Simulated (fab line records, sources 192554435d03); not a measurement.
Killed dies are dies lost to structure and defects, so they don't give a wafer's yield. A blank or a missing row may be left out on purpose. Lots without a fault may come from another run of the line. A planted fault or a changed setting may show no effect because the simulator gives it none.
Which tool did it? | flow n5_finfet | 9 lots, 27 wafers sampled, at 6 steps of a route of 1938

WHAT THE GAUGES READ, wafer by wafer
N5_BEOL_M4_RC_MEAS_101. Usual: DIBL_N 36.3 mV/V, standard deviation 1.1; DIBL_P 36.3 mV/V, standard deviation 1.4; IOFF_N 0.155 nA/um, standard deviation 0.019; IOFF_P 0.211 nA/um, standard deviation 0.027; ION_N 672 uA/um, standard deviation 8.5; ION_P 462 uA/um, standard deviation 5.8; SS_N 71.5 mV/dec, standard deviation 0.56; SS_P 73.3 mV/dec, standard deviation 0.52; VT_N 249.9 mV, standard deviation 2.5; VT_P -249.8 mV, standard deviation 2.8.
lot  | measured     | on        | DIBL_N (mV/V)  | DIBL_P (mV/V)  | IOFF_N (nA/um)    | IOFF_P (nA/um)    | ION_N (uA/um) | ION_P (uA/um) | SS_N (mV/dec)  | SS_P (mV/dec)  | VT_N (mV)         | VT_P (mV)            | flag
L127 | day 9 18:11  | prober-01 | 37.5 37.8 35.0 | 38.2 39.5 35.7 | 0.185 0.200 0.143 | 0.238 0.248 0.190 | 676 675 670   | 460 459 463   | 71.3 73.1 71.3 | 74.3 74.2 73.0 | 247.9 245.3 250.0 | -248.6 -248.1 -251.1 |
L133 | day 13 01:34 | prober-02 | 36.7 37.7 36.1 | 37.0 37.7 34.9 | 0.177 0.182 0.156 | 0.217 0.223 0.183 | 689 677 670   | 466 459 456   | 71.6 72.3 71.0 | 74.0 73.2 73.2 | 250.4 245.9 249.7 | -248.3 -247.1 -251.6 |
L135 | day 13 23:12 | prober-02 | 35.9 35.7 35.2 | 36.0 35.8 35.6 | 0.138 0.138 0.128 | 0.162 0.165 0.158 | 662 671 668   | 451 455 456   | 71.5 71.1 70.8 | 73.4 72.9 72.3 | 250.9 253.8 255.3 | -255.3 -253.9 -256.4 |
L147 | day 16 08:40 | prober-01 | 34.9 34.3 34.9 | 37.6 36.8 36.6 | 0.168 0.150 0.157 | 0.241 0.235 0.232 | 668 673 665   | 470 472 465   | 70.4 71.7 71.8 | 73.3 73.1 72.6 | 247.3 249.5 251.7 | -247.3 -244.4 -248.7 |
L143 | day 16 16:17 | prober-01 | 36.3 36.7 35.7 | 36.6 36.6 35.8 | 0.168 0.178 0.158 | 0.226 0.231 0.221 | 687 688 690   | 470 471 471   | 71.9 71.6 71.9 | 73.7 74.1 73.8 | 247.1 243.7 247.6 | -248.9 -246.9 -246.9 |
L144 | day 17 01:21 | prober-02 | 38.3 37.5 36.9 | 37.3 35.8 35.6 | 0.176 0.154 0.149 | 0.236 0.206 0.204 | 677 680 669   | 462 465 457   | 71.2 71.6 71.5 | 73.9 73.1 73.6 | 245.9 252.5 250.5 | -248.3 -249.6 -249.6 |
L141 | day 17 07:19 | prober-01 | 35.9 34.9 35.3 | 36.9 36.0 36.3 | 0.156 0.146 0.161 | 0.221 0.203 0.217 | 670 679 665   | 460 467 463   | 70.8 71.2 71.5 | 73.5 73.0 72.8 | 250.6 247.6 248.6 | -248.0 -249.4 -246.2 |
L145 | day 17 07:20 | prober-02 | 36.7 37.0 35.8 | 36.8 37.5 35.6 | 0.160 0.168 0.143 | 0.218 0.219 0.199 | 677 684 665   | 467 468 463   | 71.3 70.9 71.3 | 73.0 72.6 73.0 | 248.6 249.9 249.8 | -247.3 -248.5 -250.6 |
L148 | day 17 17:07 | prober-01 | 35.6 36.3 36.0 | 35.2 34.7 35.2 | 0.158 0.159 0.158 | 0.210 0.200 0.205 | 682 666 675   | 464 459 458   | 72.1 72.0 71.3 | 73.3 73.4 73.0 | 248.2 249.2 249.8 | -248.4 -250.9 -249.2 |

N5_BEOL_M5_RS_MEAS_57: measures by four-point-probe. Usual: M5_RS 0.384 ohm/sq, standard deviation 0.0089.
lot  | measured     | on            | M5_RS (ohm/sq)    | flag
L127 | day 10 07:47 | film_metro-01 | 0.377 0.380 0.389 |
L133 | day 13 15:55 | film_metro-02 | 0.425 0.433 0.434 | OFF
L135 | day 14 12:55 | film_metro-02 | 0.439 0.427 0.440 | OFF
L147 | day 16 22:51 | film_metro-01 | 0.380 0.374 0.383 |
L143 | day 17 04:24 | film_metro-01 | 0.384 0.388 0.394 |
L144 | day 17 13:04 | film_metro-01 | 0.375 0.373 0.388 |
L141 | day 17 22:07 | film_metro-01 | 0.402 0.396 0.395 |
L145 | day 17 21:11 | film_metro-02 | 0.381 0.384 0.364 |
L148 | day 18 07:43 | film_metro-02 | 0.374 0.374 0.384 |

WHICH TOOL RAN EACH LOT (tool, then ch and the chambers of the sampled wafers, then the start)
lot  | N5_BEOL_M5_PRE_CLEAN_45      | N5_BEOL_M5_ANNEAL_51             | N5_BEOL_M5_CMP_52             | N5_BEOL_M5_PRE_CLEAN_77
L127 | pvd_sputter-02, day 10 01:30 | rtp_anneal-01 ch 0, day 10 06:54 | cmp-04 ch 0,1, day 10 07:11   | cvd_co-02 ch 0, day 10 07:31
L133 | pvd_sputter-02, day 13 09:51 | rtp_anneal-01, day 13 15:02      | cmp-01 ch 0,1,3, day 13 15:19 | cvd_co-02 ch 1,2, day 13 15:39
L135 | pvd_sputter-02, day 14 06:44 | rtp_anneal-01, day 14 11:55      | cmp-02 ch 0,1,3, day 14 12:10 | cvd_co-01 ch 0,1,2, day 14 12:41
L147 | pvd_sputter-01, day 16 16:46 | rtp_anneal-02 ch 0, day 16 22:08 | cmp-02 ch 0,1, day 16 22:20   | cvd_co-02 ch 0,1,2, day 16 22:38
L143 | pvd_sputter-03, day 16 22:11 | rtp_anneal-01 ch 0, day 17 03:33 | cmp-01 ch 1,2,3, day 17 03:50 | cvd_co-01 ch 0,1,2, day 17 04:10
L144 | pvd_sputter-02, day 17 06:16 | rtp_anneal-02 ch 0, day 17 11:32 | cmp-01 ch 0,1,3, day 17 12:03 | cvd_co-01 ch 0,1,2, day 17 12:51
L141 | pvd_sputter-02, day 17 15:51 | rtp_anneal-02 ch 0, day 17 21:15 | cmp-02 ch 0,1,2, day 17 21:34 | cvd_co-02 ch 0,1,2, day 17 21:53
L145 | pvd_sputter-02, day 17 15:07 | rtp_anneal-01 ch 0, day 17 20:20 | cmp-02 ch 0,1,3, day 17 20:43 | cvd_co-02 ch 0,2, day 17 20:58
L148 | pvd_sputter-01, day 18 01:41 | rtp_anneal-01 ch 0, day 18 06:55 | cmp-02 ch 0,2,3, day 18 07:10 | cvd_co-02 ch 0,1, day 18 07:27
- N5_BEOL_M5_PRE_CLEAN_45: time 30 s.
- N5_BEOL_M5_ANNEAL_51: time 90 s.
- N5_BEOL_M5_CMP_52: polishes, stops on SiCOH lowk, t overpolish 6.9 s, target thk 62 nm.
- N5_BEOL_M5_PRE_CLEAN_77: time 15 s.

WHAT THE TOOLS THEMSELVES READ (means of the sampled wafers that have a number; where no wafer has one, the mark that the record gives instead)
N5_BEOL_M5_PRE_CLEAN_45. Usual: heater_power_w 325 W, standard deviation 30.
lot  | tool           | heater_power_w (W) | flag
L127 | pvd_sputter-02 | 329                |
L133 | pvd_sputter-02 | 330                |
L135 | pvd_sputter-02 | 315                |
L147 | pvd_sputter-01 | 304                |
L143 | pvd_sputter-03 | 321                |
L144 | pvd_sputter-02 | 331                |
L141 | pvd_sputter-02 | 324                |
L145 | pvd_sputter-02 | 336                |
L148 | pvd_sputter-01 | 315                |

N5_BEOL_M5_ANNEAL_51. Usual: anneal_temp_c 224.99 C, standard deviation 0.16; anneal_temp_c_max 226.5, standard deviation 0.34; wafer_temp_C_max 226.14, standard deviation 0.26.
lot  | tool          | anneal_temp_c (C) | anneal_temp_c_max | wafer_temp_C_max | flag
L127 | rtp_anneal-01 | 225.07            | 226.8             | 226.08           |
L133 | rtp_anneal-01 | -                 | -                 | -                | OFF
L135 | rtp_anneal-01 | -                 | -                 | -                | OFF
L147 | rtp_anneal-02 | 224.88            | 226.2             | 226.03           |
L143 | rtp_anneal-01 | 225.08            | 226.7             | 226.11           |
L144 | rtp_anneal-02 | 225.17            | 226.5             | 225.83           |
L141 | rtp_anneal-02 | 224.94            | 226.3             | 226.12           |
L145 | rtp_anneal-01 | 225.12            | 226.6             | 225.97           |
L148 | rtp_anneal-01 | 225.04            | 226.6             | 226.27           |

N5_BEOL_M5_CMP_52. Usual: barrier_field_endpoint_s 24.7 s, standard deviation 0.66; motor_current_A 6.2 A, standard deviation 0.73; overpolish_run_s 6.900 s, standard deviation 0.0089; time_to_endpoint_s 63 s, standard deviation 3.
lot  | tool   | barrier_field_endpoint_s (s) | motor_current_A (A) | overpolish_run_s (s) | time_to_endpoint_s (s) | flag
L127 | cmp-04 | 24.6                         | 6.1                 | 6.891                | 61                     |
L133 | cmp-01 | 30.3                         | 5.9                 | 6.905                | 82                     | OFF
L135 | cmp-02 | 28.9                         | 5.6                 | 6.890                | 80                     | OFF
L147 | cmp-02 | 24.6                         | 6.2                 | 6.898                | 60                     |
L143 | cmp-01 | 24.7                         | 6.0                 | 6.901                | 65                     |
L144 | cmp-01 | 24.1                         | 5.7                 | 6.894                | 61                     |
L141 | cmp-02 | 24.6                         | 6.4                 | 6.897                | 63                     |
L145 | cmp-02 | 24.2                         | 5.8                 | 6.898                | 60                     |
L148 | cmp-02 | 24.2                         | 5.8                 | 6.912                | 61                     |

N5_BEOL_M5_PRE_CLEAN_77. Usual: heater_power_w 93 W, standard deviation 19.
lot  | tool      | heater_power_w (W) | flag
L127 | cvd_co-02 | 111                |
L133 | cvd_co-02 | 105                |
L135 | cvd_co-01 | 87                 |
L147 | cvd_co-02 | 101                |
L143 | cvd_co-01 | 84                 |
L144 | cvd_co-01 | 84                 |
L141 | cvd_co-02 | 103                |
L145 | cvd_co-02 | 116                |
L148 | cvd_co-02 | 100                |

THE ANSWER, worked out from the rows above alone
Rule: a lot is off if the mean of its wafers that have a number lies more than 3 standard deviations from the usual mean. A lot without any number at a reading at which 4 lots or more have one is off too. The other lots that the step has rows for count as sound. The gauges are gone through in route order, then the tools' own readings, and for those a lot's mean is taken as printed above. The first step at which some lot is off is used, and at that step the reading that is off furthest; a lot without a number counts as furthest.
Off: L133, L135, at N5_BEOL_M5_RS_MEAS_57 (M5_RS).
A tool fits if, at a process step before that reading, it ran every lot that is off, and no sound lot after the first of them. The gauges at N5_BEOL_M5_RS_MEAS_57 aren't tried: what is off there is off at N5_BEOL_M5_ANNEAL_51 too, on other tools, and a gauge's error can't cause that. None of those tried fits.

WHAT THE SIMULATOR HAD PUT IN
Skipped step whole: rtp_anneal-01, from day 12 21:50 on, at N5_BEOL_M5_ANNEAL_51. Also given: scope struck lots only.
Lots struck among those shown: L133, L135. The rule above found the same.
